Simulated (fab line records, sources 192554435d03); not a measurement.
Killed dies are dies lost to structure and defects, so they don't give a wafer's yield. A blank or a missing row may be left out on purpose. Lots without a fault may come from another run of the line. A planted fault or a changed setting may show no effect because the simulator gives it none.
Chamber matching | flow n5_finfet | N5_FIN_SAQP_STRIP_70 on rie_diel-04: 4 sister chambers
The step strips in N2/H2. 8 wafers are shown with their chamber, then 7 later ones without.

WAFERS WITH THEIR CHAMBER
wafer  | chamber | drypump_motor_current_A (A) | showerhead_plenum_p_Torr (Torr)
L077.1 | 1       | 5.6                         | 3.31
L077.6 | 0       | 6.1                         | 3.21
L082.1 | 3       | 5.1                         | 3.46
L082.6 | 1       | 5.5                         | 3.30
L083.3 | 0       | 6.1                         | 3.20
L083.4 | 2       | 5.2                         | 3.33
L087.2 | 2       | 5.2                         | 3.33
L087.4 | 3       | 5.1                         | 3.46

WAFERS WITHOUT THEIR CHAMBER
wafer  | drypump_motor_current_A (A) | showerhead_plenum_p_Torr (Torr)
L087.6 | 6.1                         | 3.19
L088.2 | 6.1                         | 3.19
L088.5 | 5.1                         | 3.46
L088.6 | 6.1                         | 3.19
L093.1 | 6.1                         | 3.19
L093.4 | 5.1                         | 3.45
L093.5 | 5.2                         | 3.32

WHICH CHAMBER EACH WENT THROUGH
wafer  | from the rows above | in truth
L087.6 | 0                   | 0
L088.2 | 0                   | 0
L088.5 | 3                   | 3
L088.6 | 0                   | 0
L093.1 | 0                   | 0
L093.4 | 3                   | 3
L093.5 | 2                   | 2
Placed correctly: 7 of 7. Can't be placed from these rows: 0. Placed wrongly: 0.
How it was worked out, from the rows above alone: a wafer's distance from a chamber is the root of the sum, over the readings, of the square of ((its reading less the chamber's mean) divided by the reading's scatter). The wafer belongs to the nearest chamber; if the next one is less than 2 further off, it can't be placed. A chamber's mean is the mean of its shown wafers. The scatter: the root of (the sum of the squares of (reading less its chamber's mean) over the shown wafers, divided by (wafers less chambers)).
